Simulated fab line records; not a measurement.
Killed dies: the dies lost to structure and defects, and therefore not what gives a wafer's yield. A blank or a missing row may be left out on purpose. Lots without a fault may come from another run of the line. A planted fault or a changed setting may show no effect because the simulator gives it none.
Which tool was responsible? -- flow nand-harc -- Sampling: 15 lots, 45 wafers, 3 of 1302 route steps

== WHAT THE GAUGES SHOWED, per wafer ==
NHARC_P_M0_CD_MEAS_09: target cd 90 nm.
lot,measured,on,cd-nm (nm)
L826,day 6 05:48,cd-sem-03,90.0 89.5 89.8
L828,day 6 18:43,cd-sem-03,91.0 91.4 91.8
L829,day 7 06:11,cd-sem-02,90.8 90.2 90.7
L830,day 8 02:29,cd-sem-02,90.6 90.4 91.8
L832,day 8 11:33,cd-sem-02,89.9 91.6 91.4
L833,day 9 09:28,cd-sem-01,91.3 91.3 91.4
L834,day 9 13:58,cd-sem-02,90.2 90.0 90.7
L835,day 9 20:57,cd-sem-02,89.8 91.9 90.7
L836,day 10 05:02,cd-sem-03,90.5 91.0 90.0
L837,day 10 16:54,cd-sem-03,90.3 90.1 90.4
L841,day 11 23:58,cd-sem-02,89.7 91.6 91.5
L840,day 12 00:56,cd-sem-03,90.8 90.8 90.8
L839,day 12 03:37,cd-sem-03,90.4 90.8 91.3
L848,day 15 08:25,cd-sem-01,90.4 89.7 90.4
L849,day 15 13:17,cd-sem-02,90.2 89.5 90.0

== WHICH TOOL RAN EACH LOT (tool, then ch and the chambers of the sampled wafers, then the start) ==
lot,NHARC_P_CONTACT_PVD_32,NHARC_P_CONTACT_CMP_24
L826,"pvd-sputter-02, day 6 04:29 or earlier","cmp-04 ch 0,1,2, day 6 04:29"
L828,"pvd-sputter-01, day 6 17:25 or earlier","cmp-04 ch 0,1,2, day 6 17:25"
L829,"pvd-sputter-02, day 7 05:00 or earlier","cmp-01 ch 0,1,2, day 7 05:00"
L830,"pvd-sputter-03, day 8 01:11 or earlier","cmp-01 ch 1,2, day 8 01:11"
L832,"pvd-sputter-01, day 8 10:08 or earlier","cmp-01 ch 2,3, day 8 10:08"
L833,"pvd-sputter-03, day 9 08:10 or earlier","cmp-04 ch 0,1,3, day 9 08:10"
L834,"pvd-sputter-01, day 9 12:41 or earlier","cmp-04 ch 0,1,3, day 9 12:41"
L835,"pvd-sputter-02, day 9 19:41 or earlier","cmp-03 ch 1,2,3, day 9 19:41"
L836,"pvd-sputter-01, day 10 03:45 or earlier","cmp-04 ch 0,2,3, day 10 03:45"
L837,"pvd-sputter-02, day 10 15:40 or earlier","cmp-01 ch 1,2,3, day 10 15:40"
L841,"pvd-sputter-02, day 11 22:44 or earlier","cmp-01 ch 0,2,3, day 11 22:44"
L840,"pvd-sputter-03, day 11 23:43 or earlier","cmp-03 ch 0,2,3, day 11 23:43"
L839,"pvd-sputter-03, day 12 02:26 or earlier","cmp-01 ch 1,2,3, day 12 02:26"
L848,"pvd-sputter-01, day 15 07:16 or earlier","cmp-01 ch 0,2, day 15 07:16"
L849,"pvd-sputter-02, day 15 11:59 or earlier","cmp-03 ch 0,2,3, day 15 11:59"
- NHARC_P_CONTACT_PVD_32: deposits Ti, target thk 5 nm, time 17.7 s.
- NHARC_P_CONTACT_CMP_24: polishes, t overpolish 30 s, target thk 200 nm.

== WHAT THE TOOLS THEMSELVES READ (means of the sampled wafers that have a number; where no wafer has one, the mark that the record gives instead) ==
NHARC_P_CONTACT_PVD_32.
lot,tool,throttle-valve-pct (%)
L826,pvd-sputter-02,30.2
L828,pvd-sputter-01,30.1
L829,pvd-sputter-02,30.5
L830,pvd-sputter-03,30.3
L832,pvd-sputter-01,30.0
L833,pvd-sputter-03,29.5
L834,pvd-sputter-01,29.7
L835,pvd-sputter-02,31.8
L836,pvd-sputter-01,29.6
L837,pvd-sputter-02,30.6
L841,pvd-sputter-02,30.4
L840,pvd-sputter-03,31.0
L839,pvd-sputter-03,28.4
L848,pvd-sputter-01,30.9
L849,pvd-sputter-02,30.2

NHARC_P_CONTACT_CMP_24.
lot,tool,motor-current-A (A),overpolish-run-s (s),time-to-endpoint-s (s)
L826,cmp-04,12.0,30.002,35
L828,cmp-04,12.0,30.008,38
L829,cmp-01,12.3,29.997,44
L830,cmp-01,11.7,29.991,40
L832,cmp-01,12.1,29.990,38
L833,cmp-04,11.9,29.998,40
L834,cmp-04,12.2,30.004,39
L835,cmp-03,11.8,29.998,41
L836,cmp-04,10.9,30.000,37
L837,cmp-01,12.0,30.005,40
L841,cmp-01,12.6,29.992,41
L840,cmp-03,10.9,29.998,45
L839,cmp-01,11.7,30.007,39
L848,cmp-01,12.5,30.002,42
L849,cmp-03,11.1,29.996,42

== THE ANSWER, worked out from the rows above alone ==
Rule: the usual values come from the lots themselves. The widest of any qualifying gaps counts: lots, ordered by their means at a reading, are off when they make up no more than a third of the lots, leave a main group of 4 or more, and stand apart from it by 3 or more times the standard deviation of that group's means. A main group is skipped when, at the precision printed for the reading in the tables above, its means are all equal. A lot without any number at a reading at which 4 lots or more have one is off too. All remaining lots with rows at the step are treated as sound. First the gauges in route order, then the tools' own readings, where a lot's mean is used as printed above. At the first step where some lot is off, the reading lying furthest off is the one used; lots without a number count as furthest.
None of the lots is off at any reading shown; this tells nothing.

== WHAT WAS PUT IN BY THE SIMULATOR ==
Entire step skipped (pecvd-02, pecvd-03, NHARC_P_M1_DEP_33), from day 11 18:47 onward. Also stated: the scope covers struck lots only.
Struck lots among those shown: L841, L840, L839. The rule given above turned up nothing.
